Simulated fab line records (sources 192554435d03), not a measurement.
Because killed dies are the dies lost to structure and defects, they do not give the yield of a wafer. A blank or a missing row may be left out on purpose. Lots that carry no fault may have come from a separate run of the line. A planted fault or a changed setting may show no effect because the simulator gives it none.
Which tool is to blame? | flow n5-finfet | 12 lots with 34 wafers sampled at 4 steps, on a route of 1938 steps

WHAT THE GAUGES READ, wafer by wafer
The record lacks any reading of a measuring or inspecting step that a usual standard deviation could be used to judge.

WHAT TOOL EACH LOT RAN ON (gives the tool, then ch and the chambers of the sampled wafers, and finally the start)
lot  | N5_SDB_ETCH_17                    | N5_PASSIVATION_PRE_CLEAN_19  | N5_PASSIVATION_STRIP_48            | N5_PASSIVATION_PROBE_49
L906 | rie-diel-01 ch 0,3, day 4 02:02   | pvd-sputter-01, day 16 21:44 | rie-diel-04 ch 2,3, day 17 01:20   | prober-01, day 17 03:50
L907 | rie-diel-04 ch 0,1,3, day 4 03:55 | pvd-sputter-03, day 16 11:41 | rie-diel-04 ch 0,1, day 16 14:56   | -
L908 | rie-diel-01 ch 0,1, day 4 09:58   | pvd-sputter-02, day 17 02:07 | rie-diel-04 ch 1,2, day 17 05:34   | prober-01, day 17 08:19
L910 | rie-diel-01 ch 1,2,3, day 5 00:25 | pvd-sputter-01, day 17 13:42 | rie-diel-05 ch 1,2,3, day 17 16:51 | prober-01, day 17 19:26
L911 | rie-diel-04 ch 2,3, day 5 09:38   | pvd-sputter-02, day 17 22:27 | rie-diel-04 ch 0,2, day 18 01:42   | -
L912 | rie-diel-05 ch 0,2, day 5 18:23   | pvd-sputter-01, day 17 17:55 | rie-diel-05 ch 0,2,3, day 17 21:20 | prober-02, day 17 23:50
L913 | rie-diel-05 ch 0,1,2, day 5 20:29 | pvd-sputter-01, day 17 23:21 | rie-diel-05 ch 0,2,3, day 18 02:32 | -
L914 | rie-diel-05 ch 0,2,3, day 6 03:44 | pvd-sputter-02, day 17 17:58 | rie-diel-01 ch 0,1, day 17 21:32   | prober-02, day 18 00:08
L918 | rie-diel-01 ch 1,2,3, day 7 02:11 | pvd-sputter-01, day 19 16:06 | rie-diel-04 ch 0,1, day 19 19:42   | prober-01, day 19 22:28
L923 | rie-diel-01 ch 1,2,3, day 8 05:18 | pvd-sputter-01, day 19 22:42 | rie-diel-05 ch 1,2, day 20 01:45   | -
L925 | rie-diel-01 ch 0,2,3, day 8 20:43 | pvd-sputter-03, day 20 21:22 | rie-diel-05 ch 0,1,2, day 21 00:28 | -
L926 | rie-diel-01 ch 0,2,3, day 9 04:02 | pvd-sputter-01, day 21 14:40 | rie-diel-04 ch 0,1,3, day 21 17:59 | -
- N5_SDB_ETCH_17: etches SiARC in CF4, target depth 23.4 nm, time 39 s.
- N5_PASSIVATION_PRE_CLEAN_19
- N5_PASSIVATION_STRIP_48: strips in O2.
- N5_PASSIVATION_PROBE_49

AS READ BY THE TOOLS THEMSELVES (means over the sampled wafers that have a number; for cases with no such wafer, the mark the record gives instead)
N5_SDB_ETCH_17.
lot  | tool        | drypump-motor-current-A (A) | etch-rf-on-time-s (s) | mfc-ar-sccm (sccm) | oes-product-au (a.u.) | rf-vpp-V (V) | showerhead-plenum-p-Torr (Torr) | throttle-valve-pct (%)
L906 | rie-diel-01 | 6.3                         | 40.7                  | 100.2              | 0.67                  | 184.1        | 2.18                            | 15.35
L907 | rie-diel-04 | 5.7                         | 38.2                  | 100.0              | 0.69                  | 183.8        | 2.17                            | 15.66
L908 | rie-diel-01 | 6.1                         | 39.8                  | 100.1              | 0.66                  | 184.6        | 2.20                            | 15.65
L910 | rie-diel-01 | 5.9                         | 39.5                  | 100.0              | 0.63                  | 184.7        | 2.13                            | 15.55
L911 | rie-diel-04 | 5.7                         | 38.0                  | 99.5               | 0.67                  | 184.4        | 2.19                            | 15.56
L912 | rie-diel-05 | 5.7                         | 38.9                  | 100.2              | 0.77                  | 185.1        | 2.21                            | 15.30
L913 | rie-diel-05 | 5.9                         | 39.1                  | 99.8               | 0.70                  | 185.0        | 2.16                            | 15.51
L914 | rie-diel-05 | 6.1                         | 38.5                  | 99.8               | 0.79                  | 185.6        | 2.24                            | 15.27
L918 | rie-diel-01 | 5.9                         | 40.0                  | 99.7               | 0.61                  | 183.9        | 2.13                            | 15.57
L923 | rie-diel-01 | 6.0                         | 39.2                  | 100.1              | 0.61                  | 183.1        | 2.13                            | 15.59
L925 | rie-diel-01 | 6.1                         | 39.7                  | 100.0              | 0.65                  | 184.7        | 2.17                            | 15.46
L926 | rie-diel-01 | 6.0                         | 39.9                  | 100.0              | 0.64                  | 184.2        | 2.17                            | 15.48

N5_PASSIVATION_PRE_CLEAN_19.
lot  | tool           | heater-power-w (W)
L906 | pvd-sputter-01 | 401
L907 | pvd-sputter-03 | 481
L908 | pvd-sputter-02 | 437
L910 | pvd-sputter-01 | 461
L911 | pvd-sputter-02 | 408
L912 | pvd-sputter-01 | 462
L913 | pvd-sputter-01 | 473
L914 | pvd-sputter-02 | 463
L918 | pvd-sputter-01 | 460
L923 | pvd-sputter-01 | 457
L925 | pvd-sputter-03 | 475
L926 | pvd-sputter-01 | 477

N5_PASSIVATION_STRIP_48.
lot  | tool        | drypump-motor-current-A (A) | oes-product-au (a.u.) | rf-vpp-V (V) | showerhead-plenum-p-Torr (Torr) | throttle-valve-pct (%)
L906 | rie-diel-04 | 5.6                         | 0.79                  | 4.1          | 2.08                            | 16.49
L907 | rie-diel-04 | 5.5                         | 0.86                  | 3.5          | 2.08                            | 16.65
L908 | rie-diel-04 | 6.0                         | 0.79                  | 4.2          | 2.09                            | 16.65
L910 | rie-diel-05 | 6.2                         | 0.77                  | 5.1          | 2.17                            | 16.67
L911 | rie-diel-04 | 5.4                         | 0.78                  | 5.4          | 2.05                            | 16.59
L912 | rie-diel-05 | 6.0                         | 0.76                  | 4.5          | 2.16                            | 16.56
L913 | rie-diel-05 | 6.0                         | 0.77                  | 6.3          | 2.16                            | 16.59
L914 | rie-diel-01 | 6.1                         | 0.81                  | 3.6          | 2.10                            | 16.73
L918 | rie-diel-04 | 5.5                         | 0.83                  | 2.5          | 2.07                            | 16.70
L923 | rie-diel-05 | 6.0                         | 0.78                  | 3.3          | 2.16                            | 16.74
L925 | rie-diel-05 | 5.9                         | 0.74                  | 3.3          | 2.15                            | 16.72
L926 | rie-diel-04 | 5.7                         | 0.84                  | 1.5          | 2.09                            | 16.69

N5_PASSIVATION_PROBE_49.
lot  | tool      | defect-limited-yield (%) | killed_at_M0_to_M3 | killed_at_M4_up | killed-at-contacts | killed-at-front-end | killed-at-other | killed-dies | killed-open | killed-short | sort_bin_4_leakage (%) | sort_bin_5_function (%) | sort_bin_6_memory (%) | sort_bin_8_speed (%) | sort-n-pass | sort-yield-pct (%)
L906 | prober-01 | 91.9                     | 25                 | 15              | 3                  | 46                  | 7.0             | 96          | 64          | 29           | 0.20                   | 4.6                     | 3.3                   | 0.00                 | 1082        | 91.7
L908 | prober-01 | 90.2                     | 36                 | 18              | 17                 | 43                  | 2.0             | 116         | 79          | 35           | 0.00                   | 6.4                     | 3.3                   | 0.00                 | 1064        | 90.2
L910 | prober-01 | 90.9                     | 36                 | 14              | 15                 | 42                  | 1.0             | 107         | 69          | 38           | 0.03                   | 5.2                     | 3.4                   | 0.00                 | 1072        | 90.9
L912 | prober-02 | 91.2                     | 41                 | 15              | 12                 | 34                  | 3.0             | 104         | 65          | 35           | 0.00                   | 5.4                     | 3.0                   | 0.00                 | 1076        | 91.2
L914 | prober-02 | 82.7                     | 23                 | 18              | 15                 | 143                 | 5.7             | 204         | 64          | 26           | 0.00                   | 11.1                    | 4.1                   | 0.00                 | 976         | 82.7
L918 | prober-01 | 89.9                     | 44                 | 16              | 22                 | 36                  | 1.0             | 119         | 85          | 33           | 0.00                   | 6.0                     | 4.0                   | 0.00                 | 1061        | 89.9

THE ANSWER, worked out from the rows above alone
Rule: what is usual is taken from the lots themselves. The widest of any qualifying gaps counts: lots, ordered by their means at a reading, are off when they make up no more than a third of the lots, leave a main group of 4 or more, and stand apart from it by 3 or more times the standard deviation of that group's means. Not used: any main group whose means are identical at the precision the tables above print for the reading. Also off: a lot with no number at a reading for which 4 or more lots have one. All remaining lots with rows at the step are treated as sound. The gauges are gone through in route order, then the tools' own readings, and for those a lot's mean is taken as printed above. The first step at which some lot is off is used, and at that step the reading that is off furthest; a lot without a number counts as furthest.
Off at N5_PASSIVATION_PROBE_49 (killed-at-front-end): L914. The main group has a mean of 40 with a standard deviation of 4.5. Neither off nor sound, because the step has no rows for them: L907, L911, L913, L923, L925, L926.
If a tool, at that step or one of the process steps before it, ran each lot that is off and ran no sound lot following the first of them, it fits. Can't be told from this: 4 tools fit, rie-diel-05 at N5_SDB_ETCH_17, pvd-sputter-02 at N5_PASSIVATION_PRE_CLEAN_19, rie-diel-01 at N5_PASSIVATION_STRIP_48, prober-02 at N5_PASSIVATION_PROBE_49.

WHAT WAS PUT IN BY THE SIMULATOR
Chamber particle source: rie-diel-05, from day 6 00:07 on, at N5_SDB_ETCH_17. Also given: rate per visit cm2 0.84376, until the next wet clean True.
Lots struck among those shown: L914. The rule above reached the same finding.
